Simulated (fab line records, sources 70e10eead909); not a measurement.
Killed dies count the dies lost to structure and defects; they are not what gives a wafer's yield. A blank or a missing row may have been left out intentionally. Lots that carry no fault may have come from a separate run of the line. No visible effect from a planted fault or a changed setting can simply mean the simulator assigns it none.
A single fault, viewed from 2 desks | flow nand harc | numbers are kept per desk, each desk with only its own; the story behind them comes last

## FROM THE METROLOGY DESK
What the gauges read for every lot (on any tool): the sampled wafers with a number, averaged. Marked OUT: a lot whose mean sits more than 4 standard deviations from the usual mean, which makes it out of limits; the brackets give that distance.
Columns: A = cd nm at NHARC_A_SLIT_CD_MEAS_21, usual 289.6 nm
lot  | first seen here | A
L730 | day 21 15:37    | 291.1
L733 | day 22 02:21    | 290.4
L732 | day 22 02:44    | 290.4
L740 | day 25 02:47    | 289.0
L741 | day 25 09:04    | 289.1
L743 | day 26 04:28    | 288.9
L742 | day 26 04:31    | 290.2
L744 | day 27 10:51    | 287.7
L746 | day 28 00:21    | 290.7
L749 | day 29 09:05    | 287.4
L751 | day 29 12:50    | 289.6
L750 | day 30 02:43    | 289.5
Result from this desk: across the 12 lots, nothing is out of limits.

## FOR THE TOOL OWNER'S DESK: ald hk-02
The tool's own readings at NHARC_A_WL_FILL_ALD_10 (deposits SiO2, target thk 50 nm, pulse time 10 s, ald cycles 500): means of the sampled wafers that have a number, for each lot that ran on this tool. Marked OUT: a lot whose mean sits more than 4 standard deviations from the usual mean, which makes it out of limits; the brackets give that distance.
Columns: A = heater power w at NHARC_A_WL_FILL_ALD_10, usual 484 W; B = precursor pulse height rel at NHARC_A_WL_FILL_ALD_10, usual 1.002; C = susceptor temp C at NHARC_A_WL_FILL_ALD_10, usual 300.00 C
lot  | first seen here | A   | B     | C
L730 | day 22 05:36    | 506 | 1.003 | 299.98
L733 | day 22 17:40    | 496 | 1.020 | 299.96
L740 | day 25 17:53    | 437 | 0.999 | 300.21
L741 | day 25 23:14    | 505 | 1.002 | 299.83
L742 | day 26 19:44    | 456 | 1.006 | -
L746 | day 28 13:37    | 481 | 1.030 | 299.93
L749 | day 29 22:47    | 462 | 1.002 | 299.86
Result from this desk: across the 7 lots, nothing is out of limits.

## ALL TOGETHER
Nothing out of limits was seen by the metrology desk.
Nothing out of limits was seen by the tool owner's desk.

## WHAT THE SIMULATOR HAD INSERTED
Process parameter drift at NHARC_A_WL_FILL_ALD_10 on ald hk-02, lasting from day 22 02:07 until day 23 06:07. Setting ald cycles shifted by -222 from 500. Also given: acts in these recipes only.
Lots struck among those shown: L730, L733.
